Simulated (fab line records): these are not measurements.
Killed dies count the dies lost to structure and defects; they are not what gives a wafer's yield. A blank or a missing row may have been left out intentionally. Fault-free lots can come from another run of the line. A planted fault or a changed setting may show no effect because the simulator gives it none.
Matching of chambers | flow n5-finfet | N5_BEOL_M2_ETCH_77 on rie-diel-05 has 4 sister chambers
The step etches underlayer in N2/H2, target depth 6.5 nm, time 5.2 s. 24 wafers are shown with their chamber, then 12 later ones without.

## WAFERS PAIRED WITH THEIR CHAMBERS
wafer  | chamber | throttle-valve-pct (%) | showerhead-plenum-p-Torr (Torr) | oes-product-au (a.u.)
L074.2 | 1       | 17.6                   | 2.45                            | 0.75
L074.3 | 2       | 18.6                   | 2.55                            | 0.60
L074.4 | 3       | 17.7                   | 2.49                            | 0.81
L078.2 | 1       | 17.6                   | 2.45                            | 0.74
L078.3 | 3       | 17.7                   | 2.49                            | 0.80
L078.4 | 2       | 18.6                   | 2.55                            | 0.61
L077.3 | 2       | 18.6                   | 2.55                            | 0.60
L077.5 | 1       | 17.6                   | 2.45                            | 0.75
L077.6 | 0       | 17.7                   | 2.47                            | 0.74
L079.1 | 3       | 17.7                   | 2.49                            | 0.80
L079.2 | 2       | 18.6                   | 2.55                            | 0.59
L079.6 | 0       | 17.8                   | 2.47                            | 0.73
L080.1 | 2       | 18.6                   | 2.55                            | 0.59
L080.3 | 0       | 17.7                   | 2.47                            | 0.72
L080.4 | 1       | 17.6                   | 2.45                            | 0.75
L083.1 | 1       | 17.6                   | 2.44                            | 0.73
L083.4 | 3       | 17.7                   | 2.49                            | 0.79
L083.5 | 1       | 17.6                   | 2.44                            | 0.73
L084.2 | 2       | 18.6                   | 2.55                            | 0.59
L084.3 | 3       | 17.7                   | 2.49                            | 0.78
L084.6 | 1       | 17.6                   | 2.44                            | 0.73
L085.2 | 0       | 17.8                   | 2.47                            | 0.73
L085.4 | 2       | 18.6                   | 2.54                            | 0.60
L085.5 | 3       | 17.7                   | 2.48                            | 0.76

SIGNATURES, as means of the wafers listed above
reading                  | chamber 0 | chamber 1 | chamber 2 | chamber 3 | scatter within a chamber
throttle-valve-pct       | 17.750    | 17.600    | 18.600    | 17.700    | 0.0224
showerhead-plenum-p-Torr | 2.4700    | 2.4457    | 2.5486    | 2.4883    | 0.00413
oes-product-au           | 0.7300    | 0.7400    | 0.5971    | 0.7900    | 0.0117
Rule: a wafer lies at a distance from a chamber equal to the root of the sum of squares, over the readings, of (its reading less the chamber's mean, divided by the reading's scatter). The wafer belongs to the nearest chamber; if the next one is less than 2 further off, it can't be placed. How the scatter is found: for the shown wafers, subtract from each reading the mean of its chamber, square and add these, divide the total by (wafers less chambers), then take the root.

## WAFERS WITHOUT THEIR CHAMBER
wafer  | throttle-valve-pct (%) | showerhead-plenum-p-Torr (Torr) | oes-product-au (a.u.)
L087.3 | 17.6                   | 2.44                            | 0.72
L087.5 | 17.8                   | 2.47                            | 0.73
L087.6 | 17.7                   | 2.48                            | 0.78
L089.1 | 17.6                   | 2.44                            | 0.73
L089.2 | 18.6                   | 2.54                            | 0.59
L089.3 | 17.7                   | 2.48                            | 0.76
L096.4 | 17.8                   | 2.46                            | 0.71
L096.5 | 17.8                   | 2.46                            | 0.71
L096.6 | 17.6                   | 2.43                            | 0.70
L097.2 | 18.6                   | 2.53                            | 0.57
L097.4 | 17.7                   | 2.43                            | 0.70
L097.6 | 17.7                   | 2.47                            | 0.74

## THE CHAMBER EACH PASSED THROUGH
wafer  | from the rows above     | in truth
L087.3 | 1                       | 1
L087.5 | 0                       | 0
L087.6 | 3                       | 3
L089.1 | 1                       | 1
L089.2 | 2                       | 2
L089.3 | can't be placed: 3 or 0 | 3
L096.4 | 0                       | 0
L096.5 | 0                       | 0
L096.6 | 1                       | 1
L097.2 | 2                       | 2
L097.4 | 1                       | 1
L097.6 | 0                       | 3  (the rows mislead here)
Placed correctly: 10 of 12. Unplaceable from these rows: 1, with the true chamber sitting among the candidates in 1. Placed wrongly: 1.
